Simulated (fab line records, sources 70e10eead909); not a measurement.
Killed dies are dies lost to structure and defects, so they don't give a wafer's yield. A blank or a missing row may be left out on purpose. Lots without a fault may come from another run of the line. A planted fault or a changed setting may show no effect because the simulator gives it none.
fab line records | flow nand_harc
record lots=6 wafers=18 last_day=33
route steps=1302 shown A_M1@1172
lots that met no fault: from a run of the same line without faults
start_h: hours from the record's first day to the start of the lot's first wafer shown | wait_h: hours since the lot's step before | " the same as in the row above | L1.1+2: a row that stands for several wafers | - no value, or no start given | * or withheld: withheld | < > ~ a bound
route shown NAME@n: a module of which the file shows steps, and the number in the route of the first | usual: mean/standard deviation of fault-free wafers | same: alike in all rows | chamber/n: place in a boat | sites: the reading at each site | _std_site: their standard deviation | _edge_site: outer sites' mean less inner sites' | radius_mm: how far each site lies from the wafer's centre | mask NAME#n: copy n | behind: the tool/chamber that last shaped the wafer | hold: why the lot was held/for how many hours/how that ended | device: the transistor (n, p or np) that didn't switch | end of line: the same wafers' tests at the end of the route | a step without rows: its recipe alone | killed: dies lost to structure and defects at the first sort, not the wafer's yield | map: a wafer's dies, x killed, . not, _ none there
set.NAME: the setting as run; set.NAME@STEP: as run at that earlier step | model.NAME: the simulator's own value behind a step, which no gauge read
lots at some steps of the route; a table a step, a row a wafer
services: from which hour (start_h, from the record's first day; less than 0 if before it) a tool's chamber was out of use, for how many hours, and why
## steps
# step NHARC_A_M1_COAT_34
# recipe temp_c=200 time_s=65
# step NHARC_A_M1_COAT_03
# recipe spin_rpm=1500 resist_thk_nm=90
# step NHARC_A_M1_SOFTBAKE_04
# recipe temp_c=105 time_s=55
# step NHARC_A_M1_EBR_05
# step NHARC_A_M1_EXPOSE_06
# recipe na=1.35 target_cd_nm=120 dose_mj=75.13 mask_id=A_M1
# step NHARC_A_M1_PEB_07
# recipe peb_temp_c=100 peb_time_s=65
# step NHARC_A_M1_DEVELOP_08
# recipe develop_time_s=35 dev_temp_c=23
# step NHARC_A_M1_CD_MEAS_09
# recipe target_cd_nm=120 landing_energy_ev=500
# usual cd_nm=120.0/0.81
# columns lot.wafer tool chamber start_h wait_h cd_nm
L127.1 cd_sem-03 0 554.85 - 120.4
L127.4 " 0 " " 120.0
L127.6 " 0 " " 119.6
L130.1 cd_sem-01 0 589.99 - 120.0
L130.4 " 0 " " 121.1
L130.6 " 0 " " 119.6
L131.1 cd_sem-01 0 593.72 - 120.8
L131.5 " 0 " " 120.1
L131.6 " 0 " " 120.8
L138.1 cd_sem-01 0 675.30 - 121.0
L138.4 " 0 " " 121.1
L138.6 " 0 " " 120.3
L142.3 cd_sem-01 0 706.82 - 119.6
L142.5 " 0 " " 118.6
L142.6 " 0 " " 120.0
L146.2 cd_sem-02 0 754.44 - 119.9
L146.5 " 0 " " 119.6
L146.6 " 0 " " 120.6
# step NHARC_A_M1_OVL_MEAS_10
# recipe pitch_nm=240
# usual overlay_x_nm=-0.1/0.87 overlay_y_nm=0.1/0.77
# columns lot.wafer tool chamber start_h wait_h overlay_x_nm overlay_y_nm
L127.1 overlay-02 - 554.94 - 0.0 -1.2
L127.4 " - " " 0.0 -1.3
L127.6 " - " " 0.7 -0.6
L130.1 overlay-01 - 590.08 - -0.9 -1.0
L130.4 " - " " -0.3 -0.6
L130.6 " - " " -0.6 -0.4
L131.1 overlay-02 - 593.80 - -0.4 -0.5
L131.5 " - " " 0.1 0.0
L131.6 " - " " 0.0 -0.5
L138.1 overlay-02 - 675.38 - 0.2 -0.3
L138.4 " - " " 0.4 -0.1
L138.6 " - " " -0.3 -0.1
L142.3 overlay-01 - 706.90 - -1.0 1.1
L142.5 " - " " -0.4 1.3
L142.6 " - " " -0.5 0.8
L146.2 overlay-02 - 754.53 - -0.7 1.1
L146.5 " - " " -0.2 0.4
L146.6 " - " " -0.7 0.3
# step NHARC_A_M1_INSPECT_11
# usual raw_defect_count=85/44
# columns lot.wafer tool chamber start_h wait_h raw_defect_count
L127.1 defect_inspect-02 - 554.97 0.0 170
L127.4 " - " " 155
L127.6 " - " " 173
L130.1 defect_inspect-02 - 590.12 0.0 148
L130.4 " - " " 135
L130.6 " - " " 149
L131.1 defect_inspect-02 - 593.84 0.0 75
L131.5 " - " " 69
L131.6 " - " " 69
L138.1 defect_inspect-02 - 675.42 0.0 71
L138.4 " - " " 52
L138.6 " - " " 62
L142.3 defect_inspect-01 - 706.94 0.0 151
L142.5 " - " " 134
L142.6 " - " " 157
L146.2 defect_inspect-01 - 754.56 0.0 122
L146.5 " - " " 125
L146.6 " - " " 124
# step NHARC_A_M1_DESCUM_14
# recipe time_s=3 o2_flow_sccm=200 ar_flow_sccm=0 bias_power_w=0 chemistry=O2
# usual chamber_pressure_mTorr=60.00/0.052 drypump_motor_current_A=5.9/0.35 oes_product_au=0.995/0.0092 rf_vpp_V=57.8/0.9 showerhead_plenum_p_Torr=1.92/0.086 throttle_valve_pct=11.311/0.0096
# columns lot.wafer tool chamber start_h wait_h chamber_pressure_mTorr drypump_motor_current_A oes_product_au rf_hours_counter_h rf_vpp_V showerhead_plenum_p_Torr throttle_valve_pct
L127.1 rie_diel-04 2 555.03 0.1 59.92 5.9 0.991 0.4 57.9 2.01 11.297
L127.4 " 0 " " 59.98 5.6 1.000 0.5 58.4 1.95 11.319
L127.6 " 2 " " 59.94 5.8 0.995 - 56.9 2.01 11.310
L130.4 rie_diel-04 0 590.18 0.1 60.01 5.6 1.010 1.2 57.2 1.95 11.308
L130.1 " 1 " " 60.04 6.4 0.989 1.2 59.7 1.99 11.310
L130.6 " 1 " " 59.97 6.4 0.995 - 58.2 1.99 11.321
L131.1 rie_diel-04 3 593.92 0.1 60.06 6.1 0.989 1.4 56.7 1.90 11.303
L131.6 " 1 " " 60.04 6.4 0.997 - 58.5 1.99 11.308
L131.5 " 2 " " 60.12 5.9 0.997 - 59.2 2.01 11.308
L138.4 rie_diel-02 3 675.48 0.1 59.92 5.7 1.010 4.7 57.3 1.80 11.320
L138.1 " 1 " " 60.07 5.7 0.995 6.5 57.9 1.88 11.319
L138.6 " 0 " " 60.02 5.7 1.009 - 56.6 2.00 11.306
L142.3 rie_diel-04 0 707.00 0.1 60.02 5.6 1.004 5.0 58.8 1.95 11.322
L142.5 " 0 " " 60.04 5.6 0.999 - 57.5 1.95 11.313
L142.6 " 1 " " 60.07 6.4 0.993 - 56.6 1.99 11.314
L146.2 rie_diel-07 1 754.64 0.1 60.00 6.5 1.001 4.9 57.9 2.04 11.313
L146.6 " 3 " " 60.05 5.8 0.984 - 58.4 1.81 11.312
L146.5 " 0 " " 60.04 5.2 0.984 - 57.8 1.81 11.310
# step NHARC_A_M1_ETCH_35
# recipe target_depth_a=400 overetch_a=120 time_s=43.94 ion_energy_ev=200 n2_flow_sccm=150 h2_flow_sccm=150 ar_flow_sccm=0 rf_w=400 bias_w=150 chemistry=N2/H2
# usual chamber_pressure_mTorr=29.998/0.027 drypump_motor_current_A=5.9/0.34 oes_product_au=0.996/0.0088 rf_fwd_power_W=395.6/1.9 rf_vpp_V=430.4/2.7 showerhead_plenum_p_Torr=2.04/0.094 throttle_valve_pct=14.171/0.0096
# columns lot.wafer tool chamber start_h wait_h chamber_pressure_mTorr drypump_motor_current_A oes_product_au rf_fwd_power_W rf_hours_counter_h rf_vpp_V showerhead_plenum_p_Torr throttle_valve_pct
L127.1 rie_diel-04 2 555.12 0.1 29.989 5.8 0.989 394.2 0.4 431.6 2.14 14.172
L127.4 " 3 " " 29.927 6.1 0.988 397.9 0.5 430.7 2.03 14.156
L127.6 " 2 " " 30.005 5.9 0.993 395.5 - 433.4 2.14 14.176
L130.1 rie_diel-04 3 590.26 0.1 29.990 6.1 0.999 399.1 1.2 430.1 2.03 14.183
L130.4 " 0 " " 30.048 5.6 1.001 392.6 1.2 431.4 2.08 14.151
L130.6 " 0 " " 30.009 5.6 0.997 393.7 - 431.0 2.08 14.165
L131.1 rie_diel-04 1 594.00 0.1 29.992 6.4 0.990 396.8 1.4 434.3 2.12 14.161
L131.5 " 3 " " 29.953 6.1 0.986 399.5 - 431.2 2.03 14.175
L131.6 " 0 " " 29.987 5.6 1.003 392.0 - 431.5 2.08 14.163
L138.1 rie_diel-02 1 675.57 0.1 30.027 5.7 0.989 394.0 6.5 429.3 2.00 14.155
L138.4 " 3 " " 30.016 5.7 1.011 397.1 4.7 426.9 1.92 14.189
L138.6 " 2 " " 29.962 5.8 0.990 394.8 - 426.5 1.88 14.179
L142.3 rie_diel-04 3 707.09 0.1 29.960 6.1 0.999 396.8 5.2 430.1 2.03 14.160
L142.5 " 2 " " 29.961 5.9 1.008 394.0 - 433.6 2.14 14.179
L142.6 " 3 " " 29.967 6.2 1.000 399.3 - 430.1 2.03 14.175
L146.2 rie_diel-07 1 755.21 0.6 29.965 6.5 0.994 395.4 4.9 433.7 2.18 14.170
L146.5 " 0 " " 30.017 5.2 0.975 397.6 - 427.5 1.92 14.172
L146.6 " 1 " " 30.044 6.5 0.991 396.8 - 433.6 2.18 14.166
# step NHARC_A_M1_ETCH_15
# recipe target_depth_a=1825 time_s=91.2 c4f8_flow_sccm=withheld ar_flow_sccm=400 rf_w=600 bias_w=300 chemistry=C4F8/Ar
# usual chamber_pressure_mTorr=24.999/0.024 oes_product_au=0.945/0.023 rf_fwd_power_W=595.9/2 rf_vpp_V=440.7/2.7
# columns lot.wafer tool chamber start_h wait_h chamber_pressure_mTorr oes_product_au rf_fwd_power_W rf_hours_counter_h rf_vpp_V
L127.4 rie_diel-04 0 555.22 - 25.050 0.976 593.7 0.6 442.4
L127.1 " 1 " " 24.986 0.981 597.2 0.5 441.5
L127.6 " 3 " " 24.989 0.966 596.8 - 440.9
L130.1 rie_diel-04 0 590.35 - 24.996 0.840 496.0 1.3 442.2
L130.4 " 1 " " 25.003 0.826 501.2 1.2 442.2
L130.6 " 1 " " 25.018 0.827 499.9 - 441.1
L131.1 rie_diel-04 0 594.09 - 24.954 0.876 496.8 1.4 441.8
L131.6 " 2 " " 24.945 0.855 498.8 - 444.0
L131.5 " 3 " " 24.989 0.876 498.2 - 439.7
L138.4 rie_diel-02 0 675.66 - 25.026 0.942 595.1 5.7 442.1
L138.1 " 2 " " 24.979 0.902 597.8 6.7 436.4
L138.6 " 0 " " 24.995 0.928 597.5 - 442.4
L142.3 rie_diel-04 0 707.18 - 25.028 0.928 594.6 5.0 441.0
L142.6 " 3 " " 24.989 0.928 599.6 - 439.0
L142.5 " 0 " " 25.015 0.924 593.5 - 440.5
L146.2 rie_diel-07 3 755.30 - 25.012 0.925 594.4 5.0 437.0
L146.6 " 1 " " 24.986 0.916 594.8 - 443.8
L146.5 " 2 " " 25.010 0.899 597.7 - 439.8
# step NHARC_A_M1_CD_MEAS_16
# usual cd_nm=119.9/0.87
# columns lot.wafer tool chamber start_h wait_h cd_nm
L127.1 cd_sem-02 - 555.34 - 120.6
L127.4 " - " " 119.6
L127.6 " - " " 119.7
L130.1 cd_sem-02 - 590.48 - 119.6
L130.4 " - " " 121.0
L130.6 " - " " 119.5
L131.1 cd_sem-02 - 594.20 - 119.9
L131.5 " - " " 120.1
L131.6 " - " " 120.3
L138.1 cd_sem-01 - 675.79 - 121.1
L138.4 " - " " 120.1
L138.6 " - " " 120.1
L142.3 cd_sem-03 - 707.31 - 119.0
L142.5 " - " " 118.0
L142.6 " - " " 118.8
L146.2 cd_sem-02 - 755.42 - 119.9
L146.5 " - " " 120.2
L146.6 " - " " 120.9
## services
# columns tool chamber start_h hours kind
rie_diel-04 - 531.90 9.0 pm
rie_diel-04 0 531.90 9.0 vent_cycle
rie_diel-04 1 531.90 9.0 vent_cycle
rie_diel-04 2 531.90 9.0 vent_cycle
rie_diel-04 3 531.90 9.0 vent_cycle
rie_diel-04 0 540.90 - clean
rie_diel-04 1 540.90 - clean
rie_diel-04 2 540.90 - clean
rie_diel-04 3 540.90 - clean
rie_diel-04 0 565.40 - clean
rie_diel-04 1 565.40 - clean
rie_diel-04 2 565.40 - clean
rie_diel-04 3 565.40 - clean
rie_diel-02 - 570.71 9.0 pm
rie_diel-04 0 589.90 - clean
rie_diel-04 2 611.62 4.7 repair
rie_diel-04 - 626.46 0.4 repair
rie_diel-07 - 648.20 9.0 pm
rie_diel-02 3 651.34 8.0 repair
rie_diel-02 1 684.94 5.9 repair
rie_diel-04 - 708.90 9.0 pm
rie_diel-02 3 712.53 4.9 repair
rie_diel-04 1 737.81 19.8 repair
rie_diel-02 - 747.75 9.0 pm
## key
first_sign step=NHARC_A_M1_ETCH_15 reading=rf_fwd_power_W direction=down sigmas=48 usual=* struck=*
effect step=NHARC_A_M1_ETCH_15 reading=oes_product_au direction=down sigmas=4.1 usual=0.945 struck=0.850
met_at NHARC_A_M1_ETCH_15
struck_wafers L130.1,L130.4,L130.6,L131.1,L131.5,L131.6
later_rows_left_out L130.1,L130.4,L130.6,L131.1,L131.5,L131.6
sort_left_out L130.1,L130.4,L130.6,L131.1,L131.5,L131.6
onset_between 555.22 590.35
fault kind=process_parameter_drift tool=rie_diel-04 chamber=- onset_h=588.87 steps=NHARC_A_M1_ETCH_15 channel=rf_w offset=* shape=step end_h=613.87 acts_in=* stated=*
# sort_left_out: the simulated sort isn't trusted on such a fault, so these wafers' sort isn't shown, and their yield isn't known
# later_rows_left_out: the simulator's readings of these wafers behind a module that went badly wrong aren't trusted and aren't shown, but for the sort
